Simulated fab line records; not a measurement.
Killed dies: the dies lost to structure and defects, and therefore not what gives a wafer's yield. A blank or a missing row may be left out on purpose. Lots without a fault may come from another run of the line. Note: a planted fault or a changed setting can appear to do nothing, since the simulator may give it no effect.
Chamber matching    flow nand harc    NHARC_P_BONDPAD_STRIP_15 on rie diel-12: 4 sister chambers
The step strips in O2. 7 wafers are shown with their chamber, then 7 later ones without.

== WAFERS, EACH WITH ITS CHAMBER ==
wafer   chamber  showerhead plenum p Torr (Torr)  oes product au (a.u.)
L077.2  1        3.79                             1.005
L077.3  2        3.59                             1.001
L078.1  1        3.78                             1.008
L078.2  0        3.30                             0.990
L078.3  3        3.70                             1.004
L091.2  0        3.80                             0.993
L091.5  2        3.57                             1.000

== WAFERS WITHOUT THEIR CHAMBER ==
wafer   showerhead plenum p Torr (Torr)  oes product au (a.u.)
L091.6  3.68                             1.005
L092.1  3.77                             1.003
L092.2  3.68                             0.998
L092.4  3.80                             0.985
L096.2  3.57                             1.002
L096.3  3.68                             0.995
L096.6  3.76                             1.000

== THE CHAMBER EACH PASSED THROUGH ==
wafer   from the rows above           in truth
L091.6  can't be placed: 3 or 1       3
L092.1  can't be placed: 3 or 2 or 1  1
L092.2  can't be placed: 2 or 3       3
L092.4  0                             0
L096.2  can't be placed: 2 or 3 or 1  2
L096.3  can't be placed: 0 or 2       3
L096.6  can't be placed: 2 or 3       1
Placed correctly: 1 of 7. Can't be placed from these rows: 6 (the true chamber is among the candidates in 4). Placed wrongly: 0.
How it was worked out, from the rows above alone: a wafer's distance from a chamber is the root of the sum, over the readings, of the square of ((its reading less the chamber's mean) divided by the reading's scatter). If the next closest chamber is less than 2 further off than the closest, the wafer can't be placed; otherwise it belongs to the closest. Each chamber's mean is taken over the wafers shown for it. How the scatter is found: for the shown wafers, subtract from each reading the mean of its chamber, square and add these, divide the total by (wafers less chambers), then take the root.
